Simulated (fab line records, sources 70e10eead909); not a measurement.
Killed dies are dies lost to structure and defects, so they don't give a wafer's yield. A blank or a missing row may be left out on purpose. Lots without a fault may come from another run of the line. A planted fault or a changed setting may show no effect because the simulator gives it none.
A struck lot beside a sound one | flow nand_harc | 13 steps out of a route of 1302
Sound: wafers L878.2, L878.4, L878.6. Struck: wafers L891.2, L891.3, L891.6. The cause comes at the end.
At each step with rows: each side's tool, then ch and its chambers, then its first start. Under that, the readings that differ: sound wafers | struck wafers | difference of the means | sigmas: that difference in standard deviations of wafers without a fault.
alike: readings whose means differ by less than 2 such deviations, and words and numbers that are the same on both sides. not compared: withheld readings, readings that some wafer has no value for, bounds like >300 that may hide the same value, and numbers for which the record gives no deviation and whose values overlap.
The two part at a step that has a row with sigmas, a row that says differs or no value, or rows on one side only. Numbers that don't overlap but have no deviation are shown without sigmas and don't part them. A reading that every wafer of one side lacks parts them only if that side has two wafers or more.

NHARC_P_CONTACT_CD_MEAS_19:
  sound on cd_sem-01, day 9 01:13; struck on cd_sem-02, day 14 16:34
  alike: cd_nm
NHARC_P_CONTACT_STRIP_28: strips in O2.
  sound on rie_diel-05 ch 1,2, day 9 01:19; struck on rie_diel-05 ch 0,2,3, day 14 16:41
  alike: drypump_motor_current_A, o2_flow_sccm, oes_product_au, rf_vpp_V, showerhead_plenum_p_Torr, throttle_valve_pct
  not compared: rf_hours_counter_h
then, 1 step without rows for these wafers: NHARC_P_CONTACT_STRIP_29 (strips in post etch residue remover, time 1200 s).
NHARC_P_CONTACT_DEGAS_38: time 60 s.
  sound on pvd_sputter-01, day 9 01:57; struck on pvd_sputter-03, day 14 17:17
  alike: heater_power_w
then, 1 step without rows for these wafers: NHARC_P_CONTACT_PRE_CLEAN_39 (time 19.5 s).
NHARC_P_CONTACT_PVD_32: deposits Ti, target thk 5 nm, time 17.7 s.
  sound on pvd_sputter-01; struck on pvd_sputter-03
  alike: throttle_valve_pct
NHARC_P_CONTACT_ALD_22: deposits TiN, target thk 3 nm, pulse time 1 s, ald cycles 150.
  sound on ald_metal-04 ch 0,1, day 9 02:10; struck on ald_metal-02 ch 0,1,3, day 14 17:34
  alike: heater_power_w, precursor_pulse_height_rel
  not compared: since_wet_clean_h
then, 1 step without rows for these wafers: NHARC_P_CONTACT_CVD_23 (deposits W, target thk 200 nm, time 557 s).
NHARC_P_CONTACT_CMP_24: polishes, t overpolish 30 s, target thk 200 nm.
  sound on cmp-02 ch 0,1,3, day 9 03:10; struck on cmp-01 ch 2,3, day 14 18:24
  alike: motor_current_A, overpolish_run_s, time_to_endpoint_s
then, 1 step without rows for these wafers: NHARC_P_CONTACT_SRD_26.
NHARC_P_CONTACT_INSPECT_27:
  sound on defect_inspect-01, day 9 03:35; struck on defect_inspect-01, day 14 18:49
  alike: raw_defect_count
NHARC_P_M0_DEP_00: deposits SiOC, target thk 150 nm.
  sound on pecvd-04 ch 0,1, day 9 03:38; struck on pecvd-04 ch 1,2, day 14 18:55
  no value came back on the struck wafers for chamber_pressure_Torr (Torr), rf_fwd_power_W (W); on the sound wafers chamber_pressure_Torr (Torr) reads 5.004 4.984 5.017
  not compared: since_wet_clean_h
then, 1 step without rows for these wafers: NHARC_P_M0_DEHYDRATE_01 (time 120 s).

WHERE THEY PART
Only at NHARC_P_M0_DEP_00, within this record.

WHY: what the simulator had put in
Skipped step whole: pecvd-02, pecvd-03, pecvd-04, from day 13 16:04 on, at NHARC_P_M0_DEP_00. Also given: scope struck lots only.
